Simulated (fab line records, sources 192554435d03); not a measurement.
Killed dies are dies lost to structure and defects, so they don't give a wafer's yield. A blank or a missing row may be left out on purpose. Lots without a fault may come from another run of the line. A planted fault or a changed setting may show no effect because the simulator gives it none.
fab line records | flow n5_finfet | part 2 of 2: steps 5 to 6 of 6
record lots=20 wafers=60 last_day=18
route steps=1938 shown MOL_CONTACT_COAG@603 BEOL_M0_SAQP@640
lots that met no fault: from a run of the same line without faults
start_h: hours from the record's first day to the start of the lot's first wafer shown | wait_h: hours since the lot's step before | " the same as in the row above | L1.1+2: a row that stands for several wafers | - no value, or no start given | * or withheld: withheld | < > ~ a bound
route shown NAME@n: a module of which the file shows steps, and the number in the route of the first | usual: mean/standard deviation of fault-free wafers | same: alike in all rows | chamber/n: place in a boat | sites: the reading at each site | _std_site: their standard deviation | _edge_site: outer sites' mean less inner sites' | radius_mm: how far each site lies from the wafer's centre | mask NAME#n: copy n | behind: the tool/chamber that last shaped the wafer | hold: why the lot was held/for how many hours/how that ended | device: the transistor (n, p or np) that didn't switch | end of line: the same wafers' tests at the end of the route | a step without rows: its recipe alone | killed: dies lost to structure and defects at the first sort, not the wafer's yield | map: a wafer's dies, x killed, . not, _ none there
set.NAME: the setting as run; set.NAME@STEP: as run at that earlier step | model.NAME: the simulator's own value behind a step, which no gauge read
steps of the route over a sample of lots; a table a step, a row a wafer
services: from which hour (start_h, from the record's first day; less than 0 if before it) a tool's chamber was out of use, for how many hours, and why
## steps
# step N5_BEOL_M0_SAQP_RECESS_104
# recipe chemistry=HF/NH3 target=SiO2 target_depth_a=180 afs_cycles=3 temp_c=30 sublimation_temp_c=180 sublimation_time_s=60
# usual drypump_motor_current_A=6.0/0.5 temp_c=30.00/0.12
# columns lot.wafer tool chamber start_h wait_h drypump_motor_current_A temp_c
L074.1 vapor_etch-02 1 118.12 0.1 6.0 29.94
L074.4 " 1 " " 6.0 30.08
L074.5 " 1 " " 6.0 29.88
L075.3 vapor_etch-01 1 122.92 0.2 6.3 30.00
L075.5 " 0 " " 6.5 30.03
L075.6 " 1 " " 6.3 30.03
L076.1 vapor_etch-02 1 125.46 0.1 6.0 30.02
L076.3 " 0 " " 5.2 29.91
L076.5 " 0 " " 5.2 30.06
L078.1 vapor_etch-02 0 135.31 0.1 5.2 30.20
L078.4 " 0 " " 5.2 30.28
L078.5 " 0 " " 5.2 30.08
L077.1 vapor_etch-01 0 140.42 0.1 6.5 30.13
L077.5 " 1 " " 6.3 29.96
L077.6 " 0 " " 6.5 30.08
L079.2 vapor_etch-02 1 145.24 0.1 5.9 29.82
L079.4 " 0 " " 5.2 30.02
L079.6 " 0 " " 5.2 30.08
L081.1 vapor_etch-01 0 155.18 0.1 6.5 29.85
L081.2 " 1 " " 6.3 30.07
L081.5 " 1 " " 6.3 30.04
L082.2 vapor_etch-01 1 160.14 0.1 6.3 29.92
L082.4 " 0 " " 6.5 29.92
L082.5 " 0 " " 6.5 29.89
L083.1 vapor_etch-01 1 164.79 0.1 6.3 30.02
L083.2 " 0 " " 6.5 29.99
L083.5 " 1 " " 6.3 29.94
L084.1 vapor_etch-01 0 172.96 0.4 6.5 29.85
L084.4 " 1 " " 6.3 30.04
L084.5 " 1 " " 6.3 29.99
L085.2 vapor_etch-02 0 179.51 0.1 5.2 29.89
L085.5 " 1 " " 6.0 30.14
L085.6 " 0 " " 5.2 30.22
L088.1 vapor_etch-02 1 194.79 0.1 6.0 29.89
L088.2 " 0 " " 5.2 30.01
L088.3 " 0 " " 5.2 29.87
L089.1 vapor_etch-02 1 202.54 0.1 6.0 30.02
L089.4 " 0 " " 5.2 30.03
L089.6 " 0 " " 5.2 29.87
L090.1 vapor_etch-01 1 208.36 0.1 6.3 29.80
L090.4 " 0 " " 6.5 30.03
L090.5 " 1 " " 6.3 30.05
L091.1 vapor_etch-02 0 213.60 0.1 5.2 30.08
L091.4 " 1 " " 6.0 30.03
L091.5 " 0 " " 5.2 30.09
L092.1 vapor_etch-02 0 221.48 0.1 5.2 29.98
L092.4 " 1 " " 6.0 29.82
L092.5 " 0 " " 5.2 29.84
L093.1 vapor_etch-01 1 224.92 0.1 6.3 29.89
L093.4 " 0 " " 6.5 29.92
L093.6 " 0 " " 6.5 29.99
L094.1 vapor_etch-01 0 233.69 0.1 6.5 30.00
L094.5 " 0 " " 6.5 30.03
L094.6 " 1 " " 6.3 29.94
L095.3 vapor_etch-02 1 236.76 0.2 6.0 30.20
L095.5 " 0 " " 5.2 29.96
L095.6 " 1 " " 5.9 30.18
L097.2 vapor_etch-02 0 250.79 0.1 5.2 29.98
L097.4 " 0 " " 5.2 30.03
L097.6 " 0 " " 5.2 29.89
# step N5_BEOL_M0_SAQP_ETCH_107
# recipe chemistry=CH3F/O2 target=SiNx target_depth_a=300 mask_material=SOC pressure_mtorr=30 source_w=395 bias_w=73 Ar_flow_sccm=150 CH3F_flow_sccm=30 O2_flow_sccm=20 ion_energy_ev=120
# usual CH3F_flow_sccm=29.99/0.093 drypump_motor_current_A=5.8/0.55 oes_o_777_au=0.75/0.078 oes_product_au=0.75/0.078 rf_fwd_power_W=391.2/2 rf_vpp_V=298/3.3 showerhead_plenum_p_Torr=2.00/0.06 throttle_valve_pct=16.49/0.23
# columns lot.wafer tool chamber start_h wait_h CH3F_flow_sccm drypump_motor_current_A oes_o_777_au oes_product_au rf_fwd_power_W rf_hours_counter_h rf_vpp_V showerhead_plenum_p_Torr throttle_valve_pct
L074.1 rie_diel-02 0 118.63 0.0 30.03 6.0 0.71 0.72 393.2 196 297 1.98 16.73
L074.4 " 2 " " 30.03 5.6 0.77 0.76 392.4 116 301 2.01 16.12
L074.5 " 2 " " 30.10 5.6 0.77 0.77 392.0 - 302 2.01 16.13
L075.3 rie_diel-05 2 123.31 0.0 29.98 5.5 0.70 0.71 385.5 225 295 1.97 16.36
L075.5 " 1 " " 29.84 6.7 0.72 0.71 392.7 - 301 1.98 16.57
L075.6 " 0 " " 29.88 5.4 0.70 0.70 392.7 - 299 1.98 16.50
L076.1 rie_diel-02 0 126.09 0.0 30.00 6.0 0.72 0.71 391.7 199 297 1.98 16.75
L076.3 " 2 " " 29.88 5.6 0.77 0.77 393.0 118 302 2.01 16.13
L076.5 " 0 " " 29.96 6.0 0.71 0.72 391.6 - 297 1.98 16.77
L078.1 rie_diel-05 1 135.81 0.0 30.06 6.7 0.72 0.72 392.0 193 301 1.98 16.56
L078.4 " 2 " " 30.10 5.5 0.70 0.71 388.3 229 294 1.97 16.34
L078.5 " 1 " " 29.95 6.7 0.72 0.71 393.4 - 302 1.98 16.57
L077.1 rie_diel-04 3 140.93 0.0 30.09 5.7 0.71 0.71 391.4 228 297 1.90 16.77
L077.5 " 2 " " 30.09 5.5 0.77 0.77 385.7 - 300 2.08 16.39
L077.6 " 3 " " 29.96 5.6 0.71 0.72 391.0 - 297 1.90 16.76
L079.2 rie_diel-05 1 145.75 0.0 29.97 6.7 0.71 0.71 393.8 197 302 1.98 16.58
L079.4 " 2 " " 30.15 5.5 0.70 0.71 389.5 232 296 1.97 16.36
L079.6 " 1 " " 30.10 6.7 0.71 0.71 391.8 - 302 1.98 16.58
L081.1 rie_diel-02 2 155.69 0.0 30.08 5.6 0.76 0.76 391.1 130 303 2.01 16.16
L081.2 " 0 " " 30.03 6.0 0.71 0.71 393.5 209 297 1.98 16.77
L081.5 " 3 " " 29.97 4.8 0.75 0.74 389.9 - 294 2.00 16.62
L082.2 rie_diel-04 0 160.65 0.0 30.10 6.1 0.72 0.72 389.2 174 296 2.00 16.56
L082.4 " 1 " " 30.02 6.7 0.77 0.77 392.7 154 292 1.92 16.49
L082.5 " 0 " " 29.97 6.1 0.73 0.73 388.9 - 297 2.00 16.54
L083.1 rie_diel-05 1 165.30 0.0 29.95 6.7 0.70 0.71 391.9 203 302 1.98 16.61
L083.2 " 2 " " 29.96 5.5 0.70 0.70 389.1 238 295 1.97 16.38
L083.5 " 1 " " 29.94 6.7 0.71 0.71 390.3 - 302 1.98 16.60
L084.1 rie_diel-02 3 173.55 0.0 30.12 4.7 0.75 0.73 392.6 183 294 2.00 16.61
L084.4 " 2 " " 29.99 5.6 0.76 0.75 391.1 135 301 2.01 16.16
L084.5 " 2 " " 30.03 5.6 0.75 0.75 394.0 - 302 2.01 16.16
L085.2 rie_diel-05 0 180.10 0.0 30.05 5.4 0.69 0.69 392.2 214 300 1.97 16.51
L085.5 " 3 " " 30.11 5.6 0.71 0.71 389.9 - 302 1.98 16.84
L085.6 " 0 " " 29.92 5.4 0.69 0.69 393.1 - 299 1.97 16.51
L088.1 rie_diel-05 1 195.42 0.0 29.97 6.7 0.71 0.70 393.1 211 302 1.98 16.62
L088.2 " 3 " " 29.88 5.6 0.71 0.71 390.5 203 302 1.98 16.86
L088.3 " 0 " " 29.87 5.4 0.68 0.69 392.4 218 300 1.97 16.53
L089.1 rie_diel-02 1 203.06 0.0 29.98 5.9 0.94 0.93 393.6 13 300 2.13 15.97
L089.4 " 1 " " 30.02 5.9 0.94 0.94 393.0 - 300 2.13 15.98
L089.6 " 3 " " 29.96 4.8 0.74 0.73 389.6 - 295 1.99 16.66
L090.1 rie_diel-04 0 209.09 0.0 30.03 6.1 0.72 0.72 389.7 189 299 2.00 16.59
L090.4 " 2 " " 30.00 5.5 0.76 0.76 387.9 177 302 2.07 16.43
L090.5 " 2 " " 30.10 5.5 0.76 0.75 387.6 - 301 2.07 16.43
L091.1 rie_diel-02 0 214.23 0.0 30.11 6.0 0.70 0.70 392.3 224 297 1.97 16.78
L091.4 " 1 " " 29.93 5.9 0.93 0.92 395.1 19 300 2.13 15.98
L091.5 " 0 " " 30.02 6.0 0.69 0.70 391.3 - 296 1.97 16.79
L092.1 rie_diel-02 3 222.00 0.0 30.05 4.8 0.74 0.72 392.4 200 296 1.99 16.64
L092.4 " 2 " " 30.03 5.6 0.75 0.75 391.9 147 301 2.00 16.19
L092.5 " 2 " " 29.83 5.6 0.75 0.75 391.0 - 302 2.00 16.18
L093.1 rie_diel-02 3 225.43 0.0 30.00 4.7 0.73 0.73 390.9 201 297 1.99 16.66
L093.4 " 1 " " 30.08 5.9 0.92 0.91 391.8 22 301 2.13 16.00
L093.6 " 0 " " 30.08 6.0 0.70 0.70 392.7 - 297 1.97 16.80
L094.1 rie_diel-04 0 234.24 0.0 30.14 6.1 0.70 0.71 390.4 197 297 1.99 16.60
L094.5 " 3 " " 29.96 5.7 1.00 1.01 390.9 - 303 2.14 16.33
L094.6 " 2 " " 29.81 5.5 0.75 0.74 386.5 - 300 2.07 16.45
L095.3 rie_diel-04 3 237.23 0.0 30.06 5.6 0.99 1.00 392.9 3 303 2.14 16.33
L095.5 " 3 " " 29.96 5.6 1.00 0.99 393.2 - 301 2.14 16.33
L095.6 " 0 " " 29.89 6.1 0.71 0.71 390.0 - 299 1.99 16.60
L097.2 rie_diel-05 0 251.30 0.0 29.97 5.4 0.67 0.68 391.0 234 300 1.97 16.55
L097.4 " 1 " " 29.90 6.7 0.69 0.70 392.6 228 301 1.97 16.64
L097.6 " 1 " " 30.12 6.7 0.69 0.70 390.0 - 300 1.97 16.66
## services
# columns tool chamber start_h hours kind
rie_diel-04 3 97.35 10.8 repair
rie_diel-04 - 100.48 4.0 repair
rie_diel-01 3 105.15 7.8 repair
pecvd-02 - 106.83 2.8 pm
vapor_etch-02 - 115.18 0.1 repair
rie_diel-01 3 137.44 - clean
rie_diel-01 3 137.44 - consumable_replace:focus_ring
rie_diel-01 3 137.44 23.2 scheduled_down
rie_diel-01 3 137.44 23.2 vent_cycle
rie_diel-02 1 137.73 - clean
rie_diel-02 - 139.51 0.9 repair
pecvd-02 0 142.29 5.6 repair
pecvd-01 0 148.21 20.6 repair
rie_diel-06 - 174.50 0.2 repair
rie_diel-03 1 191.39 1.3 repair
pecvd-01 2 196.46 8.4 repair
vapor_etch-02 - 200.01 0.4 repair
rie_diel-02 0 202.66 7.8 repair
rie_diel-02 2 206.69 6.6 repair
vapor_etch-02 - 212.12 0.4 repair
pecvd-04 - 229.84 4.3 pm
pecvd-04 - 236.77 3.5 repair
rie_diel-01 1 247.05 2.6 repair
rie_diel-03 3 247.54 9.3 repair
